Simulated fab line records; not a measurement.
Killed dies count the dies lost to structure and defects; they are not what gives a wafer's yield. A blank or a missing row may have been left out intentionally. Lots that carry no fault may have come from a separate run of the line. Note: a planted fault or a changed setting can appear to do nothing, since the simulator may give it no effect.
Matching of chambers || flow n5_finfet || N5_BEOL_M7_CMP_52 on cmp-02: 4 sister chambers
The step polishes, stops on SiCOH lowk, t overpolish 6.9 s, target thk 80 nm. 8 wafers are shown with their chamber, then 8 later ones without.

== EACH WAFER AND ITS CHAMBER ==
{"wafer": "L077.5", "chamber": 1, "motor_current_A (A)": 5.6, "barrier_field_endpoint_s (s)": 29.9}
{"wafer": "L081.1", "chamber": 0, "motor_current_A (A)": 5.9, "barrier_field_endpoint_s (s)": 29.1}
{"wafer": "L085.4", "chamber": 3, "motor_current_A (A)": 6.4, "barrier_field_endpoint_s (s)": 29.2}
{"wafer": "L085.6", "chamber": 1, "motor_current_A (A)": 6.2, "barrier_field_endpoint_s (s)": 29.1}
{"wafer": "L087.2", "chamber": 2, "motor_current_A (A)": 5.5, "barrier_field_endpoint_s (s)": 28.6}
{"wafer": "L087.5", "chamber": 3, "motor_current_A (A)": 6.3, "barrier_field_endpoint_s (s)": 28.5}
{"wafer": "L087.6", "chamber": 2, "motor_current_A (A)": 5.2, "barrier_field_endpoint_s (s)": 29.0}
{"wafer": "L088.2", "chamber": 0, "motor_current_A (A)": 6.0, "barrier_field_endpoint_s (s)": 28.7}

== WAFERS WITH NO CHAMBER GIVEN ==
{"wafer": "L088.3", "motor_current_A (A)": 5.7, "barrier_field_endpoint_s (s)": 28.7}
{"wafer": "L088.5", "motor_current_A (A)": 6.5, "barrier_field_endpoint_s (s)": 29.3}
{"wafer": "L090.1", "motor_current_A (A)": 5.8, "barrier_field_endpoint_s (s)": 28.3}
{"wafer": "L090.3", "motor_current_A (A)": 5.7, "barrier_field_endpoint_s (s)": 28.5}
{"wafer": "L090.6", "motor_current_A (A)": 5.5, "barrier_field_endpoint_s (s)": 28.4}
{"wafer": "L089.2", "motor_current_A (A)": 5.6, "barrier_field_endpoint_s (s)": 28.1}
{"wafer": "L089.3", "motor_current_A (A)": 6.2, "barrier_field_endpoint_s (s)": 28.3}
{"wafer": "L089.6", "motor_current_A (A)": 5.8, "barrier_field_endpoint_s (s)": 27.7}

== WHICH CHAMBER EACH ONE RAN IN ==
{"wafer": "L088.3", "from the rows above": "can't be placed: 0 or 2 or 1 or 3", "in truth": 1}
{"wafer": "L088.5", "from the rows above": "can't be placed: 3 or 0 or 1", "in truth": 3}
{"wafer": "L090.1", "from the rows above": "can't be placed: 0 or 2 or 3 or 1", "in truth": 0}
{"wafer": "L090.3", "from the rows above": "can't be placed: 0 or 2 or 1 or 3", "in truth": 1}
{"wafer": "L090.6", "from the rows above": "can't be placed: 2 or 0 or 1", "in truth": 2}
{"wafer": "L089.2", "from the rows above": "can't be placed: 2 or 0 or 1 or 3", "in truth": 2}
{"wafer": "L089.3", "from the rows above": "can't be placed: 3 or 0 or 1", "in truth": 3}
{"wafer": "L089.6", "from the rows above": "can't be placed: 0 or 2 or 3 or 1", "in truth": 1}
0 of 8 placed correctly. Unplaceable from these rows: 8, with the true chamber sitting among the candidates in 8. 0 placed wrongly.
How it was worked out, from the rows above alone: a wafer's distance from a chamber is the root of the sum, over the readings, of the square of ((its reading less the chamber's mean) divided by the reading's scatter). The wafer belongs to the nearest chamber; if the next one is less than 2 further off, it can't be placed. A chamber's mean is the mean of its shown wafers. The scatter: the root of (the sum of the squares of (reading less its chamber's mean) over the shown wafers, divided by (wafers less chambers)).
